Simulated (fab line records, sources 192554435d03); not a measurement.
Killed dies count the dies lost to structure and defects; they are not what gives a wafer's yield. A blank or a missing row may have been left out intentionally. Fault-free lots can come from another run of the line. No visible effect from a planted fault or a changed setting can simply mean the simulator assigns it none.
Matching of chambers | flow n5-finfet | N5_BEOL_M11_STRIP_19 on rie-diel-06: 4 sister chambers
The step strips in O2. 16 wafers are shown with their chamber, then 8 later ones without.

## WAFERS, EACH WITH ITS CHAMBER
wafer  | chamber | drypump-motor-current-A (A) | showerhead-plenum-p-Torr (Torr) | throttle-valve-pct (%)
L078.2 | 3       | 6.2                         | 2.08                            | 16.50
L078.4 | 0       | 5.6                         | 2.16                            | 16.94
L078.6 | 0       | 5.6                         | 2.16                            | 16.98
L080.1 | 2       | 4.8                         | 2.21                            | 16.45
L080.3 | 3       | 6.2                         | 2.08                            | 16.53
L080.5 | 2       | 4.8                         | 2.21                            | 16.47
L079.2 | 3       | 6.2                         | 2.08                            | 16.50
L079.3 | 2       | 4.8                         | 2.21                            | 16.45
L079.6 | 3       | 6.2                         | 2.07                            | 16.52
L083.3 | 1       | 5.5                         | 1.91                            | 16.47
L083.4 | 3       | 6.1                         | 2.07                            | 16.54
L083.5 | 3       | 6.1                         | 2.07                            | 16.52
L085.2 | 0       | 5.6                         | 2.16                            | 16.97
L085.3 | 2       | 4.8                         | 2.21                            | 16.49
L085.5 | 1       | 5.5                         | 1.90                            | 16.49
L090.1 | 2       | 4.8                         | 2.20                            | 16.50

SIGNATURES, as means of the wafers listed above
reading                  | chamber 0 | chamber 1 | chamber 2 | chamber 3 | scatter within a chamber
drypump-motor-current-A  | 5.600     | 5.500     | 4.800     | 6.167     | 0.0333
showerhead-plenum-p-Torr | 2.1600    | 1.9050    | 2.2080    | 2.0750    | 0.00483
throttle-valve-pct       | 16.9633   | 16.4800   | 16.4720   | 16.5183   | 0.0192
Rule: a wafer's distance from a chamber is the root of the sum, over the readings, of the square of ((its reading less the chamber's mean) divided by the reading's scatter). The wafer belongs to the nearest chamber; if the next one is less than 2 further off, it can't be placed. The scatter: take each reading less its chamber's mean, square it, sum over the shown wafers, divide by the number of wafers less the number of chambers, and take the root.

## WAFERS WITH NO CHAMBER GIVEN
wafer  | drypump-motor-current-A (A) | showerhead-plenum-p-Torr (Torr) | throttle-valve-pct (%)
L090.2 | 6.2                         | 2.07                            | 16.56
L090.6 | 5.5                         | 1.90                            | 16.49
L091.1 | 5.6                         | 2.15                            | 17.00
L091.3 | 5.6                         | 1.90                            | 16.50
L091.5 | 4.8                         | 2.20                            | 16.50
L092.1 | 5.6                         | 2.15                            | 16.98
L092.2 | 4.8                         | 2.20                            | 16.51
L092.6 | 5.6                         | 1.90                            | 16.51

## CHAMBER TAKEN BY EACH
wafer  | from the rows above | in truth
L090.2 | 3                   | 3
L090.6 | 1                   | 1
L091.1 | 0                   | 0
L091.3 | 1                   | 1
L091.5 | 2                   | 2
L092.1 | 0                   | 0
L092.2 | 2                   | 2
L092.6 | 1                   | 1
Correct placement for 8 of the 8. Left unplaced by these rows: 0. Wrongly placed: 0.
